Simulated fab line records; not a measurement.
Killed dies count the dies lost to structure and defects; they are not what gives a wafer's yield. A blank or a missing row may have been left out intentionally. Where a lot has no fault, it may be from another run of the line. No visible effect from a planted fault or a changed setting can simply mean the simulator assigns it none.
Split-lot trial -- flow n5_finfet -- 39 wafers read across 7 lots, on a route 1938 steps long

## SPLIT DETAILS
At N5_HKMG_FIN_ETCH_54 (etches SiARC in CF4, target depth 45.5 nm, time 75.8 s), the setting bias_w was moved away from the recipe's 36 W on 15 of the 39 wafers read, by -18.6% to +17.9%. This setting was run at the recipe's value on the other wafers.

Reading taken at the split's own step.

## THE READING
rf_vpp_V, in V, at N5_HKMG_FIN_ETCH_54 (etches SiARC in CF4, target depth 45.5 nm, time 75.8 s). A value of 183.9 V with a standard deviation of 1.1 V is what fault-free wafers of this fab line usually give.

wafer,"tool, chamber at the split","bias_w as run, W",against the recipe,"rf_vpp_V, V",against lot-mates on the recipe
L080.1,"rie_diel-05, 1",36,recipe,182.5,-
L080.2,"rie_diel-05, 2",39.26,+9.1%,195.1,+11.8
L080.3,"rie_diel-05, 0",36,recipe,183.9,-
L080.4,"rie_diel-05, 3",39.26,+9.1%,195.1,+11.8
L080.5,"rie_diel-05, 3",36,recipe,183.6,-
L080.6,"rie_diel-05, 0",39.26,+9.1%,195.3,+12.0
L084.1,"rie_diel-06, 1",36,recipe,184.1,-
L084.2,"rie_diel-06, 3",42.46,+17.9%,202.6,+18.4
L084.3,"rie_diel-06, 0",36,recipe,185.3,-
L084.4,"rie_diel-06, 2",36,recipe,183.1,-
L084.5,"rie_diel-06, 2",42.46,+17.9%,203.1,+18.9
L084.6,"rie_diel-06, 3",42.46,+17.9%,202.8,+18.6
L086.1,"rie_diel-01, 3",32.1,-10.8%,168.9,-15.1
L086.2,"rie_diel-01, 1",32.1,-10.8%,172.7,-11.3
L086.3,"rie_diel-01, 2",36,recipe,185.1,-
L086.4,"rie_diel-01, 0",36,recipe,183.6,-
L086.5,"rie_diel-01, 1",36,recipe,183.2,-
L086.6,"rie_diel-01, 0",32.1,-10.8%,171.6,-12.4
L089.3,"rie_diel-01, 3",36,recipe,183.2,-
L089.4,"rie_diel-01, 0",36,recipe,185.2,-
L089.6,"rie_diel-01, 3",36,recipe,183.0,-
L091.1,"rie_diel-01, 1",39.69,+10.3%,196.0,+12.4
L091.2,"rie_diel-01, 3",39.69,+10.3%,195.6,+12.0
L091.3,"rie_diel-01, 0",39.69,+10.3%,194.0,+10.4
L091.4,"rie_diel-01, 2",36,recipe,184.2,-
L091.5,"rie_diel-01, 1",36,recipe,184.1,-
L091.6,"rie_diel-01, 0",36,recipe,182.5,-
L092.1,"rie_diel-01, 1",29.29,-18.6%,161.0,-22.5
L092.2,"rie_diel-01, 3",36,recipe,183.7,-
L092.3,"rie_diel-01, 0",36,recipe,184.3,-
L092.4,"rie_diel-01, 2",29.29,-18.6%,161.2,-22.3
L092.5,"rie_diel-01, 3",29.29,-18.6%,160.2,-23.3
L092.6,"rie_diel-01, 0",36,recipe,182.6,-
L093.1,"rie_diel-05, 2",36,recipe,183.8,-
L093.2,"rie_diel-05, 0",36,recipe,184.4,-
L093.3,"rie_diel-05, 3",36,recipe,186.0,-
L093.4,"rie_diel-05, 1",36,recipe,184.4,-
L093.5,"rie_diel-05, 3",36,recipe,186.2,-
L093.6,"rie_diel-05, 2",36,recipe,185.5,-

FIT RESULTS
A straight line over all 39 wafers: rf_vpp_V changes by +1.16 V for each +1% of bias_w; r = +0.99; the points scatter about the line by 1.2 V.
The same after taking each lot's own level away (the mean of its wafers on the recipe; 39 wafers): +1.16 V for each +1%; r = +0.99; scatter 1.2 V.
According to that fit, moving bias_w by its largest amount changes the reading by 22 V.
The span of the lots' own levels, 183.33 to 185.05 V, comes to 1.6 times the standard deviation stated above.
The two slopes are in agreement: the lot-to-lot level therefore moves the slope only a little.
Check: for one of the wafers moved furthest among these (-18.6%), held out of the fit, the line's prediction against its lot-mates is -21.6 V. It came out at -22.5 V against them.
Tool readings at the split's step, against how far the setting was moved: rf_vpp_V r = +0.99.

## THE OTHER SPLITS THESE WAFERS WENT THROUGH
These wafers also went through other splits before the reading. Each is held against what the fit with the lots' levels taken away leaves over:
other split on the same wafers,wafers away from the commonest value,r with rf_vpp_V (lot level and that fit taken away)
N5_FIN_SAQP_MANDREL_ETCH_22 target_depth_a,15,-0.07
N5_FIN_CUT_EXPOSE_05 dose_mj,12,+0.31
N5_DUMMY_GATE_ETCH_42 bias_w,15,+0.13

## THE FILE'S OWN FIT
rf_vpp_V changes by +1.15 V for each +1% of bias_w, r = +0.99.
